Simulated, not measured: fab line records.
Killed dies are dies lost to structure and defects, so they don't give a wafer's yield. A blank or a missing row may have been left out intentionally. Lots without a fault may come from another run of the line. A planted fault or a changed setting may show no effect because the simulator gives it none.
fab line records + flow n5_finfet
record:
- lots: 7
- wafers: 19
- last_day: 18
route steps=1938 shown BEOL_M13@1698 PASSIVATION@1936
lots untouched by any fault: they come from a run of this same line in which no faults occurred
start_h: start of the lot's first displayed wafer, in hours after the record's first day + wait_h: hours from the lot's prior step to this one + " as in the row above + L1.1+2: one row covering several wafers at once + - either no value or no given start + * or withheld: withheld + < > ~ a bound
route shown NAME@n: names a module that has steps shown in the file, with the first one's number in the route + usual: mean/standard deviation taken from wafers without a fault + same: alike in all rows + chamber/n: place in a boat + sites: per-site readings + _std_site: standard deviation across them + _edge_site: outer sites' mean less inner sites' + radius_mm: how far each site lies from the wafer's centre + mask NAME#n: copy n + behind: the last tool/chamber to shape the wafer + hold: what put the lot on hold/how long, in hours/how the hold closed + device: the n, p or np transistor that did not switch + end of line: the tests these same wafers got at the end of their route + a step without rows: its recipe alone + killed: the dies lost at the first sort to structure and to defects; this is not the yield of the wafer + map: dies across one wafer; x = killed, . = not, _ = none there
set.NAME: setting as actually run; set.NAME@STEP: the setting as run at that earlier step + model.NAME: the simulator's own value behind a step, which no gauge read
lots at some steps of the route; a table a step, a row a wafer
services: when a tool's chamber went out of use (start_h, in hours from the record's first day, below 0 if earlier), for how many hours, and the reason
== steps ==
step: N5_BEOL_M13_OCD_MEAS_35
usual:
- trench_depth_nm: 412/5.5
| lot.wafer | tool   | chamber | start_h | wait_h | trench_depth_nm |
|-----------|--------|---------|---------|--------|-----------------|
| L799.2    | ocd-01 | -       | 261.33  | 0.0    | 409             |
| L799.4    | "      | -       | "       | "      | 415             |
| L799.6    | "      | -       | "       | "      | 411             |
| L806.4    | ocd-01 | -       | 299.59  | 0.0    | 418             |
| L806.6    | "      | -       | "       | "      | 414             |
| L803.3    | ocd-01 | -       | 312.61  | 0.0    | 415             |
| L803.4    | "      | -       | "       | "      | 405             |
| L803.6    | "      | -       | "       | "      | 411             |
| L807.2    | ocd-01 | -       | 324.78  | 0.0    | 401             |
| L807.6    | "      | -       | "       | "      | 399             |
| L813.2    | ocd-02 | -       | 349.65  | 0.0    | 406             |
| L813.3    | "      | -       | "       | "      | 416             |
| L813.6    | "      | -       | "       | "      | 406             |
| L812.2    | ocd-02 | -       | 356.47  | 0.0    | 414             |
| L812.3    | "      | -       | "       | "      | 418             |
| L812.5    | "      | -       | "       | "      | 413             |
| L820.1    | ocd-01 | -       | 406.26  | 0.0    | 410             |
| L820.3    | "      | -       | "       | "      | 412             |
| L820.5    | "      | -       | "       | "      | 411             |
step: N5_BEOL_M13_STRIP_37
recipe:
- chemistry: N2/H2
- power_w: 1000
- temp_c: 250
- h2_frac: 0.65
- overash_fraction: 0.3
- pressure_mtorr: withheld
- n2_flow_sccm: 1750
- h2_flow_sccm: 3250
usual:
- drypump_motor_current_A: 5.39/0.096
- heater_power_w: 342/27
- oes_product_au: 0.783/0.012
| lot.wafer | tool            | chamber | start_h | wait_h | drypump_motor_current_A | heater_power_w | oes_product_au | rf_hours_counter_h |
|-----------|-----------------|---------|---------|--------|-------------------------|----------------|----------------|--------------------|
| L799.2    | plasma_asher-01 | 0       | 261.36  | 0.0    | 5.44                    | 341            | 0.783          | 71                 |
| L799.4    | "               | 0       | "       | "      | 5.45                    | 355            | 0.794          | -                  |
| L799.6    | "               | 1       | "       | "      | 5.51                    | 292            | 0.792          | -                  |
| L806.4    | plasma_asher-02 | 0       | 299.65  | 0.1    | 5.28                    | 353            | 0.789          | -                  |
| L806.6    | "               | 0       | "       | "      | 5.27                    | 350            | 0.791          | -                  |
| L803.3    | plasma_asher-02 | 0       | 312.67  | 0.1    | 5.28                    | 353            | 0.783          | -                  |
| L803.4    | "               | 1       | "       | "      | 5.31                    | 370            | 0.795          | -                  |
| L803.6    | "               | 0       | "       | "      | 5.30                    | 352            | 0.777          | -                  |
| L807.2    | plasma_asher-01 | 0       | 324.82  | 0.0    | 5.49                    | 352            | 0.781          | 85                 |
| L807.6    | "               | 0       | "       | "      | 5.48                    | 357            | 0.803          | -                  |
| L813.2    | plasma_asher-01 | 0       | 349.68  | 0.0    | 5.45                    | 349            | 0.775          | 90                 |
| L813.3    | "               | 1       | "       | "      | 5.50                    | 296            | 0.772          | -                  |
| L813.6    | "               | 1       | "       | "      | 5.47                    | 303            | 0.790          | -                  |
| L812.2    | plasma_asher-02 | 0       | 356.51  | 0.0    | 5.29                    | 357            | 0.782          | 146                |
| L812.3    | "               | 0       | "       | "      | 5.28                    | 356            | 0.765          | -                  |
| L812.5    | "               | 1       | "       | "      | 5.32                    | 360            | 0.792          | -                  |
| L820.1    | plasma_asher-02 | 1       | 406.29  | 0.0    | 5.31                    | 362            | 0.788          | 154                |
| L820.3    | "               | 0       | "       | "      | 5.26                    | 347            | 0.766          | -                  |
| L820.5    | "               | 0       | "       | "      | 5.29                    | 360            | 0.771          | -                  |
step: N5_BEOL_M13_ETCH_38
recipe:
- chemistry: CF4/N2
- target: SiCN
- target_depth_a: 675
- taper_deg: 2
- time_s: 71.9
- ion_energy_ev: 150
- mask_material: SiO2
- pressure_mtorr: 40
- source_w: 430
- bias_w: 70
- Ar_flow_sccm: 100
- cf4_flow_sccm: 60
- n2_flow_sccm: 60
step: N5_BEOL_M13_PRECLEAN_39
recipe:
- chemistry: residue_remover
- time_s: 60
- temp_c: 40
step: N5_BEOL_M13_SRD_40
recipe:
- time_s: 30
- temp_c: 23
- rinse_liquid: diw
- dry: n2_spin
- spin_rpm: 1500
- dry_time_s: 30
step: N5_BEOL_M13_DEGAS_41
recipe:
- ambient: vacuum
- temp_c: 250
- time_s: 60
usual:
- heater_power_w: 311/28
| lot.wafer | tool           | chamber | start_h | wait_h | heater_power_w |
|-----------|----------------|---------|---------|--------|----------------|
| L799.2    | pvd_sputter-01 | -       | 265.51  | 0.2    | 297            |
| L799.4    | "              | -       | "       | "      | 308            |
| L799.6    | "              | -       | "       | "      | 302            |
| L806.4    | pvd_sputter-02 | -       | 299.91  | 0.0    | 336            |
| L806.6    | "              | -       | "       | "      | 321            |
| L803.3    | pvd_sputter-02 | -       | 314.49  | 0.3    | 314            |
| L803.4    | "              | -       | "       | "      | 296            |
| L803.6    | "              | -       | "       | "      | 301            |
| L807.2    | pvd_sputter-03 | -       | 326.96  | 0.9    | 338            |
| L807.6    | "              | -       | "       | "      | 345            |
| L813.2    | pvd_sputter-02 | -       | 351.43  | 0.2    | 339            |
| L813.3    | "              | -       | "       | "      | 322            |
| L813.6    | "              | -       | "       | "      | 354            |
| L812.2    | pvd_sputter-01 | -       | 359.04  | 0.2    | 257            |
| L812.3    | "              | -       | "       | "      | 315            |
| L812.5    | "              | -       | "       | "      | 297            |
| L820.1    | pvd_sputter-02 | -       | 408.20  | 0.2    | 303            |
| L820.3    | "              | -       | "       | "      | 355            |
| L820.5    | "              | -       | "       | "      | 296            |
step: N5_BEOL_M13_PRE_CLEAN_42
recipe:
- gas: H2/He
- time_s: 30
- temp_c: 250
step: N5_BEOL_M13_SPUTTER_43
recipe:
- material: TaN
- target_thk_a: 150
- temp_c: 50
- bias_v: 168.6
- power_w: 15000
- chamber_pressure_pa: 0.12
- time_s: 24.19
usual:
- throttle_valve_pct: 29.5/0.76
| lot.wafer | tool           | chamber | start_h | wait_h | throttle_valve_pct |
|-----------|----------------|---------|---------|--------|--------------------|
| L799.2    | pvd_sputter-01 | -       | 265.59  | 0.0    | 28.9               |
| L799.4    | "              | -       | "       | "      | 30.5               |
| L799.6    | "              | -       | "       | "      | 28.3               |
| L806.4    | pvd_sputter-02 | -       | 299.99  | 0.0    | 28.0               |
| L806.6    | "              | -       | "       | "      | 30.0               |
| L803.3    | pvd_sputter-02 | -       | 314.57  | 0.0    | 29.6               |
| L803.4    | "              | -       | "       | "      | 30.3               |
| L803.6    | "              | -       | "       | "      | 30.3               |
| L807.2    | pvd_sputter-03 | -       | 327.04  | 0.0    | 28.7               |
| L807.6    | "              | -       | "       | "      | 29.6               |
| L813.2    | pvd_sputter-02 | -       | 351.51  | 0.0    | 28.0               |
| L813.3    | "              | -       | "       | "      | 29.5               |
| L813.6    | "              | -       | "       | "      | 29.4               |
| L812.2    | pvd_sputter-01 | -       | 359.12  | 0.0    | 30.0               |
| L812.3    | "              | -       | "       | "      | 30.6               |
| L812.5    | "              | -       | "       | "      | 28.4               |
| L820.1    | pvd_sputter-02 | -       | 408.28  | 0.0    | 30.5               |
| L820.3    | "              | -       | "       | "      | 29.2               |
| L820.5    | "              | -       | "       | "      | 30.4               |
step: N5_BEOL_M13_SPUTTER_44
recipe:
- material: Ta
- target_thk_a: 100
- temp_c: 50
- bias_v: 80
- power_w: 15000
- chamber_pressure_pa: 0.07
- time_s: 16.13
usual:
- throttle_valve_pct: 29.5/0.77
| lot.wafer | tool           | chamber | start_h | wait_h | throttle_valve_pct |
|-----------|----------------|---------|---------|--------|--------------------|
| L799.2    | pvd_sputter-01 | -       | 265.67  | 0.0    | 28.5               |
| L799.4    | "              | -       | "       | "      | 30.5               |
| L799.6    | "              | -       | "       | "      | 28.4               |
| L806.4    | pvd_sputter-02 | -       | 300.07  | 0.0    | 28.2               |
| L806.6    | "              | -       | "       | "      | 29.6               |
| L803.3    | pvd_sputter-02 | -       | 314.65  | 0.0    | 29.6               |
| L803.4    | "              | -       | "       | "      | 30.3               |
| L803.6    | "              | -       | "       | "      | 30.1               |
| L807.2    | pvd_sputter-03 | -       | 327.12  | 0.0    | 28.7               |
| L807.6    | "              | -       | "       | "      | 29.7               |
| L813.2    | pvd_sputter-02 | -       | 351.59  | 0.0    | 27.9               |
| L813.3    | "              | -       | "       | "      | 29.7               |
| L813.6    | "              | -       | "       | "      | 29.4               |
| L812.2    | pvd_sputter-01 | -       | 359.20  | 0.0    | 29.8               |
| L812.3    | "              | -       | "       | "      | 30.6               |
| L812.5    | "              | -       | "       | "      | 28.4               |
| L820.1    | pvd_sputter-02 | -       | 408.36  | 0.0    | 30.1               |
| L820.3    | "              | -       | "       | "      | 29.2               |
| L820.5    | "              | -       | "       | "      | 30.4               |
step: N5_BEOL_M13_SPUTTER_45
recipe:
- material: Cu
- target_thk_a: 800
- temp_c: -20
- bias_v: 60
- power_w: 26000
- chamber_pressure_pa: 0.13
- time_s: 13.33
usual:
- chuck_sensor_temp_C: -16.2/0.48
- throttle_valve_pct: 29.5/0.74
| lot.wafer | tool           | chamber | start_h | wait_h | chuck_sensor_temp_C | throttle_valve_pct |
|-----------|----------------|---------|---------|--------|---------------------|--------------------|
| L799.2    | pvd_sputter-01 | -       | 265.75  | 0.0    | -16.8               | 28.6               |
| L799.4    | "              | -       | "       | "      | -16.0               | 30.6               |
| L799.6    | "              | -       | "       | "      | -16.7               | 28.5               |
| L806.4    | pvd_sputter-02 | -       | 300.15  | 0.0    | -16.5               | 28.0               |
| L806.6    | "              | -       | "       | "      | -15.4               | 29.8               |
| L803.3    | pvd_sputter-02 | -       | 314.73  | 0.0    | -15.5               | 29.7               |
| L803.4    | "              | -       | "       | "      | -16.6               | 30.1               |
| L803.6    | "              | -       | "       | "      | -16.5               | 30.3               |
| L807.2    | pvd_sputter-03 | -       | 327.20  | 0.0    | -16.7               | 28.5               |
| L807.6    | "              | -       | "       | "      | -15.5               | 29.7               |
| L813.2    | pvd_sputter-02 | -       | 351.67  | 0.0    | -16.6               | 28.1               |
| L813.3    | "              | -       | "       | "      | -15.5               | 29.7               |
| L813.6    | "              | -       | "       | "      | -15.7               | 29.2               |
| L812.2    | pvd_sputter-01 | -       | 359.28  | 0.0    | -16.1               | 29.7               |
| L812.3    | "              | -       | "       | "      | -15.9               | 30.5               |
| L812.5    | "              | -       | "       | "      | -16.7               | 28.5               |
| L820.1    | pvd_sputter-02 | -       | 408.44  | 0.0    | -16.5               | 30.5               |
| L820.3    | "              | -       | "       | "      | -15.7               | 29.4               |
| L820.5    | "              | -       | "       | "      | -16.5               | 30.5               |
step: N5_BEOL_M13_ECD_47
recipe:
- material: Cu
- target_thk_a: 9360
step: N5_BEOL_M13_ANNEAL_48
recipe:
- temp_c: 225
- time_s: 90
- ambient: N2
step: N5_BEOL_M13_CMP_49
recipe:
- stop_on: SiOC
- t_overpolish_s: 17.1
- down_force_psi: 1
- platen_rpm: 50
- clearing_platen_down_force_psi: 1.5
- clearing_platen_rpm: 50
- post_cmp_clean: cu_alkaline
- target_thk_nm: 420
- clearing_platen_pad_velocity_m_s: 0.99484
- pad_velocity_m_s: 0.99484
usual:
- barrier_field_endpoint_s: 30.5/0.75
- motor_current_A: 6.0/0.88
- overpolish_run_s: 17.100/0.0084
- platen_rpm: 50.00/0.035
| lot.wafer | tool   | chamber | start_h | wait_h | barrier_field_endpoint_s | motor_current_A | overpolish_run_s | platen_rpm |
|-----------|--------|---------|---------|--------|--------------------------|-----------------|------------------|------------|
| L799.2    | cmp-02 | 3       | 266.53  | 0.3    | 30.3                     | 5.9             | 17.088           | 49.97      |
| L799.4    | "      | 1       | "       | "      | 29.7                     | 7.1             | 17.096           | 50.03      |
| L799.6    | "      | 2       | "       | "      | 29.5                     | 7.1             | 17.105           | 49.98      |
| L806.4    | cmp-02 | 2       | 300.84  | 0.2    | 16.7                     | 7.1             | 17.107           | 49.92      |
| L806.6    | "      | 3       | "       | "      | 30.4                     | 5.8             | 17.128           | 49.95      |
| L803.3    | cmp-02 | 1       | 315.31  | 0.2    | 31.1                     | 7.0             | 17.107           | 50.07      |
| L803.4    | "      | 0       | "       | "      | 17.0                     | 5.2             | 17.100           | 49.99      |
| L803.6    | "      | 2       | "       | "      | 30.4                     | 6.6             | 17.096           | 49.98      |
| L807.2    | cmp-02 | 3       | 328.27  | 0.3    | 17.0                     | 6.1             | 17.102           | 50.06      |
| L807.6    | "      | 2       | "       | "      | 30.3                     | 7.3             | 17.104           | 50.03      |
| L813.3    | cmp-03 | 1       | 352.44  | 0.2    | 31.3                     | 6.8             | 17.101           | 50.02      |
| L813.2    | "      | 2       | "       | "      | 31.7                     | 4.8             | 17.102           | 49.97      |
| L813.6    | "      | 2       | "       | "      | 32.0                     | 4.8             | 17.101           | 50.00      |
| L812.3    | cmp-03 | 0       | 359.90  | 0.2    | 29.8                     | 4.9             | 17.084           | 49.98      |
| L812.2    | "      | 2       | "       | "      | 30.4                     | 4.8             | 17.092           | 49.95      |
| L812.5    | "      | 3       | "       | "      | 29.8                     | 7.4             | 17.089           | 50.01      |
| L820.3    | cmp-01 | 0       | 409.34  | 0.5    | 30.5                     | 4.8             | 17.104           | 50.04      |
| L820.1    | "      | 1       | "       | "      | 30.9                     | 5.9             | 17.110           | 49.97      |
| L820.5    | "      | 3       | "       | "      | 31.2                     | 6.5             | 17.103           | 49.99      |
step: N5_PASSIVATION_PROBE_49
usual:
- defect_limited_yield: 91.1/1.4
- killed_at_M0_to_M3: 33/10
- killed_at_M4_up: 15/5.8
- killed_at_contacts: 13/5.9
- killed_at_front_end: 39/11
- killed_at_other: 4/3.6
- killed_dies: 105/16
- killed_open: 68/11
- killed_short: 34/7.8
- sort_bin_5_function: 5.2/0.88
- sort_bin_6_memory: 3.3/0.61
- sort_n_pass: 1075/16
- sort_yield_pct: 91.1/1.4
same:
- gross_dies: 1180
- killed_at_back_side: 0
- sort_bin_4_leakage[%]: 0
- sort_bin_8_speed[%]: 0
| lot.wafer | tool      | chamber | start_h | wait_h | defect_limited_yield[%] | killed_at_M0_to_M3 | killed_at_M4_up | killed_at_contacts | killed_at_front_end | killed_at_other | killed_dies | killed_open | killed_short | sort_bin_5_function[%] | sort_bin_6_memory[%] | sort_n_pass | sort_yield_pct[%] |
|-----------|-----------|---------|---------|--------|-------------------------|--------------------|-----------------|--------------------|---------------------|-----------------|-------------|-------------|--------------|------------------------|----------------------|-------------|-------------------|
| L799.2    | prober-01 | -       | 291.16  | 0.1    | 92.7                    | 26                 | 8               | 13                 | 39                  | 0               | 86          | 60          | 24           | 4.7                    | 2.0                  | 1094        | 92.7              |
| L799.4    | prober-01 | -       | 291.26  | 0.2    | 90.3                    | 28                 | 14              | 10                 | 61                  | 1               | 114         | 80          | 33           | 5.5                    | 3.9                  | 1066        | 90.3              |
| L799.6    | prober-01 | -       | 291.36  | 0.3    | 91.9                    | 21                 | 10              | 10                 | 51                  | 4               | 96          | 55          | 33           | 4.6                    | 2.8                  | 1084        | 91.9              |
| L806.4    | prober-02 | -       | 328.50  | 0.2    | 90.1                    | 32                 | 13              | 23                 | 46                  | 3               | 117         | 71          | 42           | 5.4                    | 4.3                  | 1063        | 90.1              |
| L806.6    | prober-02 | -       | 328.60  | 0.3    | 92.1                    | 22                 | 20              | 25                 | 22                  | 4               | 93          | 63          | 25           | 4.4                    | 3.3                  | 1087        | 92.1              |
| L803.3    | prober-01 | -       | 345.53  | 0.1    | 91.9                    | 43                 | 19              | 9                  | 24                  | 1               | 96          | 65          | 29           | 4.4                    | 3.5                  | 1084        | 91.9              |
| L803.4    | prober-01 | -       | 345.58  | 0.2    | 91.7                    | 23                 | 23              | 6                  | 41                  | 5               | 98          | 63          | 34           | 4.7                    | 3.5                  | 1082        | 91.7              |
| L803.6    | prober-01 | -       | 345.68  | 0.3    | 90.6                    | 44                 | 18              | 8                  | 39                  | 2               | 111         | 69          | 39           | 5.1                    | 4.0                  | 1069        | 90.6              |
| L807.2    | prober-02 | -       | 353.85  | 0.1    | 89.3                    | 45                 | 18              | 8                  | 41                  | 14              | 126         | 78          | 44           | 6.0                    | 4.2                  | 1054        | 89.3              |
| L807.6    | prober-02 | -       | 354.05  | 0.3    | 91.0                    | 35                 | 17              | 16                 | 33                  | 5               | 106         | 66          | 37           | 5.8                    | 2.9                  | 1074        | 91.0              |
| L813.2    | prober-01 | -       | 381.74  | 0.1    | 88.6                    | 27                 | 18              | 21                 | 64                  | 5               | 135         | 84          | 50           | 6.8                    | 4.2                  | 1045        | 88.6              |
| L813.3    | prober-01 | -       | 381.79  | 0.1    | 90.2                    | 33                 | 17              | 11                 | 45                  | 10              | 116         | 82          | 30           | 5.4                    | 3.6                  | 1064        | 90.2              |
| L813.6    | prober-01 | -       | 381.94  | 0.3    | 90.6                    | 35                 | 17              | 12                 | 37                  | 10              | 111         | 78          | 30           | 5.8                    | 3.2                  | 1069        | 90.6              |
| L812.2    | prober-02 | -       | 385.75  | 0.1    | 91.4                    | 34                 | 13              | 24                 | 30                  | 1               | 102         | 62          | 38           | 5.3                    | 3.1                  | 1078        | 91.4              |
| L812.3    | prober-02 | -       | 385.80  | 0.1    | 89.6                    | 35                 | 14              | 21                 | 52                  | 1               | 123         | 80          | 40           | 6.4                    | 4.1                  | 1057        | 89.6              |
| L812.5    | prober-02 | -       | 385.90  | 0.2    | 91.3                    | 45                 | 17              | 15                 | 26                  | 0               | 103         | 67          | 36           | 5.3                    | 3.3                  | 1077        | 91.3              |
| L820.1    | prober-02 | -       | 440.40  | 0.0    | 90.3                    | 41                 | 14              | 6                  | 41                  | 12              | 114         | 76          | 38           | 5.3                    | 4.0                  | 1066        | 90.3              |
| L820.3    | prober-02 | -       | 440.50  | 0.1    | 92.7                    | 19                 | 13              | 7                  | 37                  | 10              | 86          | 64          | 21           | 4.4                    | 2.8                  | 1094        | 92.7              |
| L820.5    | prober-02 | -       | 440.60  | 0.2    | 92.7                    | 26                 | 15              | 6                  | 34                  | 5               | 86          | 54          | 31           | 3.5                    | 3.5                  | 1094        | 92.7              |
killed by level:class
L799.2 FIN_SAQP:geometric_particle:open=13 MOL_CONTACT_COAG:geometric_particle:open=11 FIN_SAQP:geometric_particle:short=8 BEOL_M0:geometric_particle:open=6 DUMMY_GATE:geometric_particle:open=5 BEOL_M3:geometric_particle:open=5 STI_FIN_REVEAL:geometric_particle:open=4 SPACER0:geometric_particle:short=3
L799.4 STI_FIN_REVEAL:geometric_particle:open=17 FIN_SAQP:geometric_particle:short=14 FIN_SAQP:geometric_particle:open=9 MOL_CONTACT_COAG:geometric_particle:open=9 BEOL_M0:geometric_particle:open=8 BEOL_M3:geometric_particle:open=7 DUMMY_GATE:geometric_particle:open=5 GATE_CUT:geometric_particle:short=4
L799.6 STI_FIN_REVEAL:geometric_particle:open=11 BEOL_M0_SAQP:geometric_particle:short=7 STARTING-WAFER:geometric_particle:open=7 MOL_CONTACT_COAG:geometric_particle:open=6 BEOL_M4:geometric_particle:open=6 FIN_SAQP:geometric_particle:short=5 FIN_SAQP:geometric_particle:open=5 DUMMY_GATE:geometric_particle:open=5
L806.4 MOL_CONTACT_COAG:geometric_particle:open=20 STI_FIN_REVEAL:geometric_particle:open=11 FIN_SAQP:geometric_particle:short=9 DUMMY_GATE:geometric_particle:open=6 BEOL_M0_SAQP:geometric_particle:open=6 BEOL_M1:geometric_particle:open=5 BEOL_M0_SAQP:geometric_particle:short=4 DUMMY_GATE:geometric_particle:short=3
L806.6 MOL_CONTACT_COAG:geometric_particle:open=17 BEOL_M4:geometric_particle:open=10 BEOL_M0_SAQP:geometric_particle:open=8 MOL_CONTACT_COAG:geometric_particle:short=7 STI_FIN_REVEAL:geometric_particle:open=5 GATE_CUT:geometric_particle:short=3 BEOL_M0_SAQP:geometric_particle:short=3 BEOL_M3:geometric_particle:open=3
L803.3 BEOL_M2:geometric_particle:open=17 BEOL_M0_SAQP:geometric_particle:open=8 MOL_CONTACT_COAG:geometric_particle:open=7 BEOL_M4:geometric_particle:open=7 BEOL_M2:geometric_particle:short=5 BEOL_M3:geometric_particle:open=5 FIN_SAQP:geometric_particle:open=4 BEOL_M0_SAQP:geometric_particle:short=4
L803.4 STI_FIN_REVEAL:geometric_particle:open=12 BEOL_M4:geometric_particle:open=12 GATE_CUT:geometric_particle:short=7 MOL_CONTACT_COAG:geometric_particle:open=6 BEOL_M0_SAQP:geometric_particle:short=6 FIN_SAQP:geometric_particle:short=4 DUMMY_GATE:geometric_particle:open=4 BEOL_M1:geometric_particle:short=4
L803.6 BEOL_M2:geometric_particle:open=13 FIN_SAQP:geometric_particle:short=8 BEOL_M4:geometric_particle:open=7 FIN_SAQP:geometric_particle:open=6 BEOL_M0_SAQP:geometric_particle:open=6 BEOL_M1:geometric_particle:open=6 BEOL_M3:geometric_particle:open=6 MOL_CONTACT_COAG:geometric_particle:open=5
L807.2 BEOL_M2:geometric_particle:open=16 DUMMY_GATE:geometric_particle:open=8 BEOL_M4:geometric_particle:open=8 BEOL_M2:geometric_particle:short=7 FIN_SAQP:geometric_particle:open=6 FIN_SAQP:geometric_particle:short=6 MOL_CONTACT_COAG:geometric_particle:open=6 PASS1_DEP:geometric_particle:open=6
L807.6 MOL_CONTACT_COAG:geometric_particle:open=11 BEOL_M4:geometric_particle:open=10 FIN_SAQP:geometric_particle:short=8 GATE_CUT:geometric_particle:short=6 BEOL_M1:geometric_particle:open=6 BEOL_M2:geometric_particle:open=6 BEOL_M3:geometric_particle:open=5 DUMMY_GATE:geometric_particle:open=4
L813.2 FIN_SAQP:geometric_particle:short=17 MOL_CONTACT_COAG:geometric_particle:open=13 BEOL_M3:geometric_particle:open=10 STI_FIN_REVEAL:geometric_particle:open=10 FIN_SAQP:geometric_particle:open=9 DUMMY_GATE:geometric_particle:open=7 GATE_CUT:geometric_particle:short=7 MOL_CONTACT_COAG:geometric_particle:short=7
L813.3 FIN_SAQP:geometric_particle:open=15 FIN_SAQP:geometric_particle:short=10 BEOL_M1:geometric_particle:open=9 STI_FIN_REVEAL:geometric_particle:open=8 MOL_CONTACT_COAG:geometric_particle:open=8 BEOL_M4:geometric_particle:open=7 BEOL_M0_SAQP:geometric_particle:open=6 BEOL_M0_SAQP:geometric_particle:short=5
L813.6 MOL_CONTACT_COAG:geometric_particle:open=11 BEOL_M1:geometric_particle:open=10 FIN_SAQP:geometric_particle:open=7 BEOL_M3:geometric_particle:open=7 GATE_CUT:geometric_particle:open=6 BEOL_M0_SAQP:geometric_particle:short=6 BEOL_M8:geometric_particle:open=6 FIN_SAQP:geometric_particle:short=4
L812.2 MOL_CONTACT_COAG:geometric_particle:open=22 BEOL_M0_SAQP:geometric_particle:short=9 GATE_CUT:geometric_particle:short=8 BEOL_M0_SAQP:geometric_particle:open=6 BEOL_M1:geometric_particle:open=6 BEOL_M2:geometric_particle:open=6 STARTING-WAFER:geometric_particle:short=5 STI_FIN_REVEAL:geometric_particle:open=4
L812.3 MOL_CONTACT_COAG:geometric_particle:open=19 DUMMY_GATE:geometric_particle:open=11 BEOL_M0_SAQP:geometric_particle:short=9 STI_FIN_REVEAL:geometric_particle:open=8 SPACER0:geometric_particle:open=6 GATE_CUT:geometric_particle:short=6 BEOL_M1:geometric_particle:open=5 BEOL_M3:geometric_particle:open=5
L812.5 BEOL_M0_SAQP:geometric_particle:short=15 MOL_CONTACT_COAG:geometric_particle:open=15 BEOL_M0_SAQP:geometric_particle:open=10 BEOL_M2:geometric_particle:open=9 STI_FIN_REVEAL:geometric_particle:open=8 GATE_CUT:geometric_particle:short=4 BEOL_M8:geometric_particle:open=4 DUMMY_GATE:geometric_particle:open=3
L820.1 BEOL_M2:geometric_particle:open=11 FIN_SAQP:geometric_particle:open=8 BEOL_M0_SAQP:geometric_particle:open=7 BEOL_M0_SAQP:geometric_particle:short=7 FIN_SAQP:geometric_particle:short=5 STI_FIN_REVEAL:geometric_particle:open=5 BEOL_M0:geometric_particle:open=5 MOL_CONTACT_COAG:geometric_particle:open=5
L820.3 STI_FIN_REVEAL:geometric_particle:open=16 MOL_CONTACT_COAG:geometric_particle:open=6 BEOL_M1:geometric_particle:open=6 DUMMY_GATE:geometric_particle:open=5 MIM_TOP_ETCH:geometric_particle:short=4 STARTING-WAFER:geometric_particle:open=4 STI_FIN_REVEAL:geometric_particle:short=3 BEOL_M5:geometric_particle:open=3
L820.5 BEOL_M0_SAQP:geometric_particle:short=10 DUMMY_GATE:geometric_particle:open=10 FIN_SAQP:geometric_particle:short=8 BEOL_M4:geometric_particle:open=6 FIN_SAQP:geometric_particle:open=5 MOL_CONTACT_COAG:geometric_particle:open=4 BEOL_M0_SAQP:geometric_particle:open=4 BEOL_M1:geometric_particle:open=4
== services ==
| tool            | chamber | start_h | hours | kind                           |
|-----------------|---------|---------|-------|--------------------------------|
| cmp-02          | -       | 237.50  | 1.2   | repair                         |
| cmp-02          | -       | 244.44  | 0.2   | repair                         |
| cmp-02          | -       | 255.96  | 2.2   | repair                         |
| cmp-03          | -       | 256.25  | 2.7   | repair                         |
| cmp-02          | -       | 271.97  | 4.0   | pm                             |
| cmp-02          | -       | 275.97  | -     | consumable_replace:conditioner |
| cmp-02          | -       | 275.97  | -     | consumable_replace:pad         |
| cmp-01          | -       | 291.37  | 5.3   | repair                         |
| cmp-03          | -       | 309.49  | 1.3   | repair                         |
| cmp-01          | -       | 314.33  | 3.1   | pm                             |
| plasma_asher-01 | -       | 353.98  | 1.1   | repair                         |
| cmp-01          | -       | 355.21  | 1.7   | repair                         |
| cmp-01          | -       | 357.29  | 4.0   | pm                             |
| cmp-02          | -       | 357.88  | 1.3   | repair                         |
| cmp-01          | -       | 361.29  | -     | consumable_replace:conditioner |
| cmp-01          | -       | 361.29  | -     | consumable_replace:pad         |
| cmp-01          | -       | 382.95  | 0.2   | repair                         |
| pvd_sputter-01  | -       | 397.33  | 2.9   | repair                         |
| cmp-01          | -       | 402.67  | 5.1   | pm                             |
| cmp-03          | -       | 405.07  | 4.0   | pm                             |
| cmp-02          | -       | 408.29  | 3.6   | pm                             |
| cmp-03          | -       | 409.07  | -     | consumable_replace:conditioner |
| cmp-03          | -       | 409.07  | -     | consumable_replace:pad         |
== key ==
first_sign:
- step: N5_BEOL_M13_CMP_49
- reading: barrier_field_endpoint_s
- direction: down
- sigmas: 18
- usual: 30.5
- struck: 16.9
effect none on later readings
met_at N5_BEOL_M13_CMP_49
struck_wafers L803.4,L806.4,L807.2
onset_between 266.53 300.84
fault:
- kind: process_parameter_drift
- tool: cmp-02
- chamber: -
- onset_h: 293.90
- steps: N5_BEOL_M13_CMP_49
- channel: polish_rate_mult
- offset: 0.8
- shape: step
- end_h: 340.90
- scope: struck_wafers_only
